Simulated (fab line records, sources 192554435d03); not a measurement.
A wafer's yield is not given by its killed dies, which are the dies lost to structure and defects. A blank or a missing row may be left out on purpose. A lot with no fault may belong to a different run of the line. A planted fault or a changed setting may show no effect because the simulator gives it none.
Matching of chambers + flow n5 finfet + N5_HKMG_FIN_CMP_94 on cmp-03: 4 sister chambers
The step polishes, stops on SiNx, t overpolish 4.7 s, target thk 43.299 nm. 14 wafers are shown with their chamber, then 7 later ones without.

== WAFERS WITH THEIR CHAMBER ==
| wafer  | chamber | motor current A (A) | slurry flow ml min | head pressure psi (psi) |
|--------|---------|---------------------|--------------------|-------------------------|
| L079.2 | 1       | 10.8                | 150.4              | 4.011                   |
| L079.3 | 0       | 11.2                | 150.2              | 4.001                   |
| L079.4 | 3       | 12.5                | 150.0              | 4.000                   |
| L080.2 | 0       | 10.9                | 149.9              | 3.983                   |
| L080.4 | 1       | 10.2                | 149.5              | 3.996                   |
| L080.5 | 2       | 10.4                | 149.9              | 4.000                   |
| L082.1 | 3       | 12.6                | 150.2              | 3.993                   |
| L082.2 | 1       | 10.4                | 149.7              | 4.008                   |
| L082.6 | 2       | 10.7                | 149.3              | 4.000                   |
| L083.4 | 1       | 10.7                | 148.9              | 3.978                   |
| L083.5 | 2       | 11.1                | 149.6              | 3.994                   |
| L083.6 | 1       | 10.7                | 149.5              | 3.973                   |
| L087.1 | 0       | 10.5                | 150.5              | 4.012                   |
| L087.2 | 1       | 11.3                | 150.5              | 3.992                   |

SIGNATURES (means of the wafers above)
| reading            | chamber 0 | chamber 1 | chamber 2 | chamber 3 | scatter within a chamber |
|--------------------|-----------|-----------|-----------|-----------|--------------------------|
| motor current A    | 10.867    | 10.683    | 10.733    | 12.550    | 0.347                    |
| slurry flow ml min | 150.200   | 149.750   | 149.600   | 150.100   | 0.471                    |
| head pressure psi  | 3.99867   | 3.99300   | 3.99800   | 3.99650   | 0.0129                   |
Rule: a wafer's distance from a chamber is the root of the sum, over the readings, of the square of ((its reading less the chamber's mean) divided by the reading's scatter). The wafer belongs to the nearest chamber; if the next one is less than 2 further off, it can't be placed. The scatter: the root of (the sum of the squares of (reading less its chamber's mean) over the shown wafers, divided by (wafers less chambers)).

== WAFERS WHOSE CHAMBER IS MISSING ==
| wafer  | motor current A (A) | slurry flow ml min | head pressure psi (psi) |
|--------|---------------------|--------------------|-------------------------|
| L087.3 | 10.8                | 150.2              | 3.993                   |
| L092.1 | 10.6                | 150.1              | 3.998                   |
| L092.4 | 12.5                | 150.6              | 3.999                   |
| L092.5 | 12.6                | 150.0              | 4.004                   |
| L097.2 | 12.6                | 150.3              | 4.008                   |
| L097.3 | 11.1                | 150.0              | 4.009                   |
| L097.5 | 10.5                | 149.6              | 4.008                   |

== THE CHAMBER EACH PASSED THROUGH ==
| wafer  | from the rows above          | in truth |
|--------|------------------------------|----------|
| L087.3 | can't be placed: 0 or 1 or 2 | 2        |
| L092.1 | can't be placed: 0 or 1 or 2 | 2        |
| L092.4 | 3                            | 3        |
| L092.5 | 3                            | 3        |
| L097.2 | 3                            | 3        |
| L097.3 | can't be placed: 0 or 2 or 1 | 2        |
| L097.5 | can't be placed: 2 or 1 or 0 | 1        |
Correct placement for 3 of the 7. Not placeable from these rows: 4 (in 4, the candidates include the true chamber). Wrongly placed: 0.
